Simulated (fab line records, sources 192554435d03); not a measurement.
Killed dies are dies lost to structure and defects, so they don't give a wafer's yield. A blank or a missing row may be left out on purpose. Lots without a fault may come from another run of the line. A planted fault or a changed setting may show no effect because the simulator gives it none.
A struck lot beside a sound one | flow n5_finfet | 40 steps out of a route of 1938
Sound: wafers L303.1, L303.3, L303.4. Struck: wafer L315.3. (L315.4, L315.6 of the same lot were not struck and are left out.) The cause comes at the end.
At each step with rows: each side's tool, then ch and its chambers, then its first start. Under that, the readings that differ: sound wafers | struck wafers | difference of the means | sigmas: that difference in standard deviations of wafers without a fault.
alike: readings whose means differ by less than 2 such deviations, and words and numbers that are the same on both sides. not compared: withheld readings, readings that some wafer has no value for, bounds like >300 that may hide the same value, and numbers for which the record gives no deviation and whose values overlap.
The two part at a step that has a row with sigmas, a row that says differs or no value, or rows on one side only. Numbers that don't overlap but have no deviation are shown without sigmas and don't part them. A reading that every wafer of one side lacks parts them only if that side has two wafers or more.

first, 2 steps without rows for these wafers: N5_BEOL_M5_CURE_80 (cures SiCOH lowk, time 120 s); N5_BEOL_M5_DEGAS_44 (time 60 s).
N5_BEOL_M5_PRE_CLEAN_45: time 30 s.
  sound on pvd_sputter-03, day 8 04:34; struck on pvd_sputter-01, day 13 03:53
  alike: heater_power_w
then, 3 steps without rows for these wafers: N5_BEOL_M5_ALD_86 (deposits TaN, pulse time 2 s, purge time 3 s, co reactant purge time 2 s); N5_BEOL_M5_SURFACE_TREAT_87; N5_BEOL_M5_CVD_47 (deposits Co from CCTBA/H2, target thk 3 nm, time 216 s).
N5_BEOL_M5_SPUTTER_48: material Cu, target thk 15 nm, time 27.62 s.
  sound on pvd_sputter-03, day 8 05:17; struck on pvd_sputter-02, day 13 05:44
  reading                 | sound             | struck | difference | sigmas
  chuck_sensor_temp_C (C) | -16.3 -15.6 -16.3 | -14.8  | +1.3       | +3
  alike: throttle_valve_pct
then, 5 steps without rows for these wafers: N5_BEOL_M5_ANNEAL_49 (time 1800 s); N5_BEOL_M5_SPUTTER_81 (material Cu, target thk 15 nm, time 27.62 s); N5_BEOL_M5_ANNEAL_82 (time 1800 s); N5_BEOL_M5_SPUTTER_83 (material Cu, target thk 15 nm, time 27.62 s); N5_BEOL_M5_ANNEAL_84 (time 1800 s).
N5_BEOL_M5_SPUTTER_88: material Cu, target thk 15 nm, time 27.62 s.
  sound on pvd_sputter-03, day 8 08:32; struck on pvd_sputter-02, day 13 09:00
  reading                 | sound             | struck | difference | sigmas
  chuck_sensor_temp_C (C) | -16.5 -15.7 -16.1 | -14.8  | +1.3       | +3
  alike: throttle_valve_pct
then, 5 steps without rows for these wafers: N5_BEOL_M5_ANNEAL_89 (time 1800 s); N5_BEOL_M5_SPUTTER_90 (material Cu, target thk 4.5 nm, time 8.29 s); N5_BEOL_M5_ECD_50 (material Cu, target thk 300 nm); N5_BEOL_M5_ANNEAL_51 (time 90 s); N5_BEOL_M5_CMP_52 (polishes, stops on SiCOH lowk, t overpolish 6.9 s, target thk 62 nm).
N5_BEOL_M5_PRE_CLEAN_77: time 15 s.
  sound on cvd_co-01 ch 0,1, day 8 10:28; struck on cvd_co-01 ch 1, day 13 16:50
  alike: heater_power_w
then, 3 steps without rows for these wafers: N5_BEOL_M5_CO_CAP_78 (material Co, precursor CCTBA/H2, target thk 2 nm, time 102.1 s); N5_BEOL_M5_PRE_CLEAN_55 (time 15 s); N5_BEOL_M5_DEP_56 (deposits SiCN from 3MS/NH3, target thk 8 nm, time 14 s).
N5_BEOL_M5_RS_MEAS_57: measures by four-point-probe.
  sound on film_metro-01, day 8 10:41; struck on film_metro-02, day 13 17:03
  alike: M5_RS
then, 2 steps without rows for these wafers: N5_BEOL_M6_ILD_DEP_00 (deposits SiCOH lowk from DEMS/porogen, target thk 179.75 nm, time 33.4 s); N5_BEOL_M6_CURE_74 (cures SiCOH lowk, time 240 s).
N5_BEOL_M6_THK_MEAS_01:
  sound on film_metro-01, day 8 11:19; struck on film_metro-02, day 13 17:41
  alike: M6_ILD_THK
then, 1 step without rows for these wafers: N5_BEOL_M6_PECVD_70 (deposits SiO2 from TEOS/O2, target thk 20 nm, time 22.7 s).
N5_BEOL_M6_HM_DEP_02: deposits TiN, target thk 20 nm.
  sound on pvd_sputter-02, day 8 12:57; struck on pvd_sputter-02, day 13 20:16
  alike: throttle_valve_pct
then, 8 steps without rows for these wafers: N5_BEOL_M6_COAT_59 (time 60 s, resist thk 100 nm); N5_BEOL_M6_COAT_60 (time 60 s, resist thk 35 nm); N5_BEOL_M6_COAT_05 (resist thk 90 nm); N5_BEOL_M6_EBR_07; N5_BEOL_M6_SOFTBAKE_06 (time 60 s); N5_BEOL_M6_EXPOSE_08 (exposes mask M6); N5_BEOL_M6_PEB_09 (peb time 60 s); N5_BEOL_M6_DEVELOP_10 (develop time 30 s).
N5_BEOL_M6_CD_MEAS_11: target cd 38.5 nm.
  sound on cd_sem-02 ch 0, day 8 13:27; struck on cd_sem-01 ch 0, day 13 20:38
  alike: cd_nm
N5_BEOL_M6_OVL_MEAS_12:
  sound on overlay-02 ch 0, day 8 13:29; struck on overlay-01 ch 0, day 13 20:40
  reading     | sound         | struck | difference | sigmas
  M6_OVL (nm) | -1.6 -2.2 0.2 | 0.3    | +1.5       | +2
N5_BEOL_M6_DESCUM_16: chemistry O2, time 7.9 s.
  sound on rie_diel-05 ch 0,1,3, day 8 13:32; struck on rie_diel-06 ch 3, day 13 20:44
  alike: drypump_motor_current_A, o2_flow_sccm, oes_product_au, rf_vpp_V, showerhead_plenum_p_Torr, throttle_valve_pct
  not compared: rf_hours_counter_h
-- the record jumps here: 4 days lie between the struck wafers' starts before and after (it left off in module BEOL_M6 and takes up again in module PASSIVATION, whose first step shown is number 1936 of the route) --
N5_PASSIVATION_PROBE_49:
  sound on prober-02, day 11 11:47; struck on prober-02, day 18 02:34
  reading                  | sound          | struck | difference | sigmas
  defect_limited_yield (%) | 93.0 93.5 92.3 | 84.2   | -8.7       | -6
  killed_at_M4_up          | 13 13 13       | 92     | +79        | +15
  killed_dies              | 83 77 91       | 186    | +102       | +6
  killed_on_rim            | 14 11 13       | 28     | +15        | +4
  sort_bin_5_function (%)  | 4.1 3.8 3.1    | 10.1   | +6.4       | +7
  sort_n_pass              | 1097 1103 1089 | 994    | -102       | -6
  sort_yield_pct (%)       | 93.0 93.5 92.3 | 84.2   | -8.7       | -6
  alike: killed_at_M0_to_M3, killed_at_contacts, killed_at_front_end, killed_at_other, killed_open, killed_short, sort_bin_6_memory

WHERE THEY PART
First at N5_BEOL_M5_SPUTTER_48; last, within this record, at N5_PASSIVATION_PROBE_49.

WHY: what the simulator had put in
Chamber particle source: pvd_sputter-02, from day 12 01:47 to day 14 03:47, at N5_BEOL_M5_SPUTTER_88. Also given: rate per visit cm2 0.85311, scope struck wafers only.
